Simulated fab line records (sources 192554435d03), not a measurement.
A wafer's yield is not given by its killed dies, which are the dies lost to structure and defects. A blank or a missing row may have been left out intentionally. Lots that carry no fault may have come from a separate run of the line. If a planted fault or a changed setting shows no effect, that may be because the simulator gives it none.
Which tool was responsible? || flow n5-finfet || 11 lots, 33 wafers sampled, at 4 steps of a route of 1938

WHAT THE GAUGES SHOWED, per wafer
The record lacks any reading of a measuring or inspecting step that a usual standard deviation could be used to judge.

WHICH TOOL RAN EACH LOT (tool, then ch and the chambers of the sampled wafers, then the start)
{"lot": "L347", "N5_MOL_CONTACT_COAG_STRIP_98": "rie-diel-04 ch 1,3, day 4 22:39", "N5_MOL_CONTACT_COAG_ANNEAL_113": "rtp-anneal-01 ch 0, day 5 02:17", "N5_MOL_CONTACT_COAG_CMP_23": "cmp-03 ch 0,2,3, day 5 05:04", "N5_MOL_CONTACT_COAG_ALD_27": "ald-sin-02 ch 2,3, day 5 05:50"}
{"lot": "L350", "N5_MOL_CONTACT_COAG_STRIP_98": "rie-diel-04 ch 0,2,3, day 5 15:58", "N5_MOL_CONTACT_COAG_ANNEAL_113": "rtp-anneal-02 ch 0, day 5 18:38", "N5_MOL_CONTACT_COAG_CMP_23": "cmp-03 ch 0,1,2, day 5 21:01", "N5_MOL_CONTACT_COAG_ALD_27": "ald-sin-02 ch 0,2,3, day 5 21:46"}
{"lot": "L351", "N5_MOL_CONTACT_COAG_STRIP_98": "rie-diel-05 ch 0,2,3, day 6 00:47", "N5_MOL_CONTACT_COAG_ANNEAL_113": "rtp-anneal-02 ch 0, day 6 05:55", "N5_MOL_CONTACT_COAG_CMP_23": "cmp-03 ch 0,1,3, day 6 07:33", "N5_MOL_CONTACT_COAG_ALD_27": "ald-sin-01 ch 0,2,3, day 6 08:22"}
{"lot": "L352", "N5_MOL_CONTACT_COAG_STRIP_98": "rie-diel-04 ch 1,3, day 6 05:10", "N5_MOL_CONTACT_COAG_ANNEAL_113": "rtp-anneal-02 ch 0, day 6 09:41", "N5_MOL_CONTACT_COAG_CMP_23": "cmp-02 ch 0,1,3, day 6 11:44", "N5_MOL_CONTACT_COAG_ALD_27": "ald-sin-01 ch 2,3, day 6 12:32"}
{"lot": "L354", "N5_MOL_CONTACT_COAG_STRIP_98": "rie-diel-04 ch 1,3, day 6 11:05", "N5_MOL_CONTACT_COAG_ANNEAL_113": "rtp-anneal-02 ch 0, day 6 16:32", "N5_MOL_CONTACT_COAG_CMP_23": "cmp-03 ch 1,2, day 6 17:35", "N5_MOL_CONTACT_COAG_ALD_27": "ald-sin-01 ch 0,1,2, day 6 18:26"}
{"lot": "L353", "N5_MOL_CONTACT_COAG_STRIP_98": "rie-diel-06 ch 1,2,3, day 6 13:14", "N5_MOL_CONTACT_COAG_ANNEAL_113": "rtp-anneal-01 ch 0, day 6 17:38", "N5_MOL_CONTACT_COAG_CMP_23": "cmp-02 ch 0,2,3, day 6 20:53", "N5_MOL_CONTACT_COAG_ALD_27": "ald-sin-01 ch 0,1, day 6 21:40"}
{"lot": "L365", "N5_MOL_CONTACT_COAG_STRIP_98": "rie-diel-06 ch 0,1,3, day 9 09:12", "N5_MOL_CONTACT_COAG_ANNEAL_113": "rtp-anneal-02 ch 0, day 9 12:22", "N5_MOL_CONTACT_COAG_CMP_23": "cmp-01 ch 0,1,3, day 9 15:37", "N5_MOL_CONTACT_COAG_ALD_27": "ald-sin-01 ch 2,3, day 9 16:22"}
{"lot": "L366", "N5_MOL_CONTACT_COAG_STRIP_98": "rie-diel-06 ch 0,1,2, day 9 12:02", "N5_MOL_CONTACT_COAG_ANNEAL_113": "rtp-anneal-02 ch 0, day 9 19:22", "N5_MOL_CONTACT_COAG_CMP_23": "cmp-01 ch 1,2,3, day 9 21:13", "N5_MOL_CONTACT_COAG_ALD_27": "ald-sin-03 ch 0,2,3, day 9 21:59"}
{"lot": "L367", "N5_MOL_CONTACT_COAG_STRIP_98": "rie-diel-06 ch 0,2,3, day 9 19:58", "N5_MOL_CONTACT_COAG_ANNEAL_113": "rtp-anneal-02 ch 0, day 9 22:56", "N5_MOL_CONTACT_COAG_CMP_23": "cmp-02 ch 0,1,3, day 10 03:37", "N5_MOL_CONTACT_COAG_ALD_27": "ald-sin-01 ch 0,1,2, day 10 04:29"}
{"lot": "L368", "N5_MOL_CONTACT_COAG_STRIP_98": "rie-diel-05 ch 1,2,3, day 10 00:24", "N5_MOL_CONTACT_COAG_ANNEAL_113": "rtp-anneal-02 ch 0, day 10 10:18", "N5_MOL_CONTACT_COAG_CMP_23": "cmp-03 ch 0,1,2, day 10 13:04", "N5_MOL_CONTACT_COAG_ALD_27": "ald-sin-03 ch 0,3, day 10 13:56"}
{"lot": "L370", "N5_MOL_CONTACT_COAG_STRIP_98": "rie-diel-04 ch 1,2,3, day 10 14:18", "N5_MOL_CONTACT_COAG_ANNEAL_113": "rtp-anneal-02 ch 0, day 10 19:11", "N5_MOL_CONTACT_COAG_CMP_23": "cmp-01 ch 0,1, day 10 20:55", "N5_MOL_CONTACT_COAG_ALD_27": "ald-sin-01 ch 0,1,2, day 10 21:45"}
- N5_MOL_CONTACT_COAG_STRIP_98: strips in N2/H2.
- N5_MOL_CONTACT_COAG_ANNEAL_113: time 300 s.
- N5_MOL_CONTACT_COAG_CMP_23: polishes, stops on SiO2, t overpolish 1.5 s, target thk 0 nm.
- N5_MOL_CONTACT_COAG_ALD_27: deposits SiOC, target thk 17 nm, pulse time 1.5 s, time 2720 s.

AS READ BY THE TOOLS THEMSELVES (means over the sampled wafers that have a number; for cases with no such wafer, the mark the record gives instead)
N5_MOL_CONTACT_COAG_STRIP_98.
{"lot": "L347", "tool": "rie-diel-04", "drypump-motor-current-A (A)": 6.04, "n2-flow-sccm (sccm)": 299.3, "oes-product-au (a.u.)": 0.86, "rf-vpp-V (V)": 54.8, "showerhead-plenum-p-Torr (Torr)": 3.54, "throttle-valve-pct (%)": 18.8}
{"lot": "L350", "tool": "rie-diel-04", "drypump-motor-current-A (A)": 5.65, "n2-flow-sccm (sccm)": 299.1, "oes-product-au (a.u.)": 0.77, "rf-vpp-V (V)": 54.7, "showerhead-plenum-p-Torr (Torr)": 3.38, "throttle-valve-pct (%)": 19.1}
{"lot": "L351", "tool": "rie-diel-05", "drypump-motor-current-A (A)": 5.88, "n2-flow-sccm (sccm)": 300.2, "oes-product-au (a.u.)": 0.79, "rf-vpp-V (V)": 54.8, "showerhead-plenum-p-Torr (Torr)": 3.38, "throttle-valve-pct (%)": 19.1}
{"lot": "L352", "tool": "rie-diel-04", "drypump-motor-current-A (A)": 6.06, "n2-flow-sccm (sccm)": 299.6, "oes-product-au (a.u.)": 0.83, "rf-vpp-V (V)": 55.3, "showerhead-plenum-p-Torr (Torr)": 3.53, "throttle-valve-pct (%)": 18.9}
{"lot": "L354", "tool": "rie-diel-04", "drypump-motor-current-A (A)": 6.05, "n2-flow-sccm (sccm)": 300.3, "oes-product-au (a.u.)": 0.74, "rf-vpp-V (V)": 53.7, "showerhead-plenum-p-Torr (Torr)": 3.49, "throttle-valve-pct (%)": 19.0}
{"lot": "L353", "tool": "rie-diel-06", "drypump-motor-current-A (A)": 5.55, "n2-flow-sccm (sccm)": 300.6, "oes-product-au (a.u.)": 0.82, "rf-vpp-V (V)": 53.2, "showerhead-plenum-p-Torr (Torr)": 3.43, "throttle-valve-pct (%)": 18.8}
{"lot": "L365", "tool": "rie-diel-06", "drypump-motor-current-A (A)": 5.51, "n2-flow-sccm (sccm)": 300.1, "oes-product-au (a.u.)": 0.89, "rf-vpp-V (V)": 54.5, "showerhead-plenum-p-Torr (Torr)": 3.42, "throttle-valve-pct (%)": 19.0}
{"lot": "L366", "tool": "rie-diel-06", "drypump-motor-current-A (A)": 5.64, "n2-flow-sccm (sccm)": 300.9, "oes-product-au (a.u.)": 0.85, "rf-vpp-V (V)": 56.3, "showerhead-plenum-p-Torr (Torr)": 3.46, "throttle-valve-pct (%)": 18.8}
{"lot": "L367", "tool": "rie-diel-06", "drypump-motor-current-A (A)": 5.54, "n2-flow-sccm (sccm)": 300.4, "oes-product-au (a.u.)": 0.89, "rf-vpp-V (V)": 55.0, "showerhead-plenum-p-Torr (Torr)": 3.51, "throttle-valve-pct (%)": 18.6}
{"lot": "L368", "tool": "rie-diel-05", "drypump-motor-current-A (A)": 5.96, "n2-flow-sccm (sccm)": 300.3, "oes-product-au (a.u.)": 0.89, "rf-vpp-V (V)": 55.4, "showerhead-plenum-p-Torr (Torr)": 3.38, "throttle-valve-pct (%)": 18.9}
{"lot": "L370", "tool": "rie-diel-04", "drypump-motor-current-A (A)": 5.85, "n2-flow-sccm (sccm)": 300.4, "oes-product-au (a.u.)": 0.80, "rf-vpp-V (V)": 54.1, "showerhead-plenum-p-Torr (Torr)": 3.39, "throttle-valve-pct (%)": 19.0}

N5_MOL_CONTACT_COAG_ANNEAL_113.
{"lot": "L347", "tool": "rtp-anneal-01", "lamp-power-pct (%)": 2.99, "lamp_zone_3_pct (%)": 2.99, "lamp_zone_4_pct (%)": 2.99, "wafer_temp_C_max": 401.6}
{"lot": "L350", "tool": "rtp-anneal-02", "lamp-power-pct (%)": 2.71, "lamp_zone_3_pct (%)": 2.71, "lamp_zone_4_pct (%)": 2.71, "wafer_temp_C_max": 402.1}
{"lot": "L351", "tool": "rtp-anneal-02", "lamp-power-pct (%)": 2.71, "lamp_zone_3_pct (%)": 2.71, "lamp_zone_4_pct (%)": 2.71, "wafer_temp_C_max": 402.5}
{"lot": "L352", "tool": "rtp-anneal-02", "lamp-power-pct (%)": 2.71, "lamp_zone_3_pct (%)": 2.71, "lamp_zone_4_pct (%)": 2.71, "wafer_temp_C_max": 402.1}
{"lot": "L354", "tool": "rtp-anneal-02", "lamp-power-pct (%)": 2.71, "lamp_zone_3_pct (%)": 2.71, "lamp_zone_4_pct (%)": 2.71, "wafer_temp_C_max": 402.4}
{"lot": "L353", "tool": "rtp-anneal-01", "lamp-power-pct (%)": 2.99, "lamp_zone_3_pct (%)": 2.99, "lamp_zone_4_pct (%)": 2.99, "wafer_temp_C_max": 401.6}
{"lot": "L365", "tool": "rtp-anneal-02", "lamp-power-pct (%)": 2.71, "lamp_zone_3_pct (%)": 2.71, "lamp_zone_4_pct (%)": 2.71, "wafer_temp_C_max": 402.1}
{"lot": "L366", "tool": "rtp-anneal-02", "lamp-power-pct (%)": 2.71, "lamp_zone_3_pct (%)": 2.71, "lamp_zone_4_pct (%)": 2.71, "wafer_temp_C_max": 401.8}
{"lot": "L367", "tool": "rtp-anneal-02", "lamp-power-pct (%)": 2.71, "lamp_zone_3_pct (%)": 2.71, "lamp_zone_4_pct (%)": 2.71, "wafer_temp_C_max": 402.0}
{"lot": "L368", "tool": "rtp-anneal-02", "lamp-power-pct (%)": 2.71, "lamp_zone_3_pct (%)": 2.71, "lamp_zone_4_pct (%)": 2.71, "wafer_temp_C_max": 401.9}
{"lot": "L370", "tool": "rtp-anneal-02", "lamp-power-pct (%)": 2.71, "lamp_zone_3_pct (%)": 2.71, "lamp_zone_4_pct (%)": 2.71, "wafer_temp_C_max": 402.3}

N5_MOL_CONTACT_COAG_CMP_23.
{"lot": "L347", "tool": "cmp-03", "motor-current-A (A)": 8.5, "overpolish-run-s (s)": 1.501, "time-to-endpoint-s (s)": 8.7}
{"lot": "L350", "tool": "cmp-03", "motor-current-A (A)": 9.1, "overpolish-run-s (s)": 1.502, "time-to-endpoint-s (s)": 8.0}
{"lot": "L351", "tool": "cmp-03", "motor-current-A (A)": 8.5, "overpolish-run-s (s)": 1.498, "time-to-endpoint-s (s)": 10.2}
{"lot": "L352", "tool": "cmp-02", "motor-current-A (A)": 7.8, "overpolish-run-s (s)": 1.505, "time-to-endpoint-s (s)": 11.4}
{"lot": "L354", "tool": "cmp-03", "motor-current-A (A)": 8.1, "overpolish-run-s (s)": 1.504, "time-to-endpoint-s (s)": 8.8}
{"lot": "L353", "tool": "cmp-02", "motor-current-A (A)": 8.1, "overpolish-run-s (s)": 1.500, "time-to-endpoint-s (s)": 6.9}
{"lot": "L365", "tool": "cmp-01", "motor-current-A (A)": 7.3, "overpolish-run-s (s)": 1.498, "time-to-endpoint-s (s)": 8.9}
{"lot": "L366", "tool": "cmp-01", "motor-current-A (A)": 7.5, "overpolish-run-s (s)": 1.511, "time-to-endpoint-s (s)": 8.7}
{"lot": "L367", "tool": "cmp-02", "motor-current-A (A)": 8.1, "overpolish-run-s (s)": 1.511, "time-to-endpoint-s (s)": 11.5}
{"lot": "L368", "tool": "cmp-03", "motor-current-A (A)": 9.0, "overpolish-run-s (s)": 1.502, "time-to-endpoint-s (s)": 8.3}
{"lot": "L370", "tool": "cmp-01", "motor-current-A (A)": 7.4, "overpolish-run-s (s)": 1.510, "time-to-endpoint-s (s)": 8.9}

N5_MOL_CONTACT_COAG_ALD_27.
{"lot": "L347", "tool": "ald-sin-02", "heater-power-w (W)": 795, "precursor-pulse-height-rel": 1.000, "run-length-s (s)": 2769.9}
{"lot": "L350", "tool": "ald-sin-02", "heater-power-w (W)": 729, "precursor-pulse-height-rel": 1.012, "run-length-s (s)": 2769.6}
{"lot": "L351", "tool": "ald-sin-01", "heater-power-w (W)": 922, "precursor-pulse-height-rel": 1.006, "run-length-s (s)": 2769.3}
{"lot": "L352", "tool": "ald-sin-01", "heater-power-w (W)": 941, "precursor-pulse-height-rel": 1.006, "run-length-s (s)": 2769.3}
{"lot": "L354", "tool": "ald-sin-01", "heater-power-w (W)": 894, "precursor-pulse-height-rel": 0.997, "run-length-s (s)": 2548.1}
{"lot": "L353", "tool": "ald-sin-01", "heater-power-w (W)": 918, "precursor-pulse-height-rel": 0.999, "run-length-s (s)": 2105.3}
{"lot": "L365", "tool": "ald-sin-01", "heater-power-w (W)": 901, "precursor-pulse-height-rel": 1.012, "run-length-s (s)": 2769.2}
{"lot": "L366", "tool": "ald-sin-03", "heater-power-w (W)": 782, "precursor-pulse-height-rel": 1.006, "run-length-s (s)": 2769.6}
{"lot": "L367", "tool": "ald-sin-01", "heater-power-w (W)": 901, "precursor-pulse-height-rel": 0.992, "run-length-s (s)": 2769.6}
{"lot": "L368", "tool": "ald-sin-03", "heater-power-w (W)": 796, "precursor-pulse-height-rel": 0.979, "run-length-s (s)": 2769.5}
{"lot": "L370", "tool": "ald-sin-01", "heater-power-w (W)": 895, "precursor-pulse-height-rel": 0.989, "run-length-s (s)": 2769.3}

THE ANSWER, worked out from the rows above alone
Rule: what is usual is taken from the lots themselves. Put in order of their means at a reading, lots are off if they are a third of the lots or fewer, leave a main group of 4 or more, and stand apart from it by a gap of 3 or more times the standard deviation of the main group's means; of several such gaps the widest counts. If all means in a main group match to the digits the tables above print for the reading, that group is not used. A lot without any number at a reading at which 4 lots or more have one is off too. All remaining lots with rows at the step are treated as sound. The gauges are gone through in route order, then the tools' own readings, and for those a lot's mean is taken as printed above. The first step at which some lot is off is used, and at that step the reading that is off furthest; a lot without a number counts as furthest.
Off, at N5_MOL_CONTACT_COAG_ALD_27 on run-length-s: L354, L353. The main group: mean 2769.5 s, standard deviation 0.21.
If a tool, at that step or one of the process steps before it, ran each lot that is off and ran no sound lot following the first of them, it fits. Not one of the candidates tried fits.

WHAT HAD BEEN PUT IN BY THE SIMULATOR
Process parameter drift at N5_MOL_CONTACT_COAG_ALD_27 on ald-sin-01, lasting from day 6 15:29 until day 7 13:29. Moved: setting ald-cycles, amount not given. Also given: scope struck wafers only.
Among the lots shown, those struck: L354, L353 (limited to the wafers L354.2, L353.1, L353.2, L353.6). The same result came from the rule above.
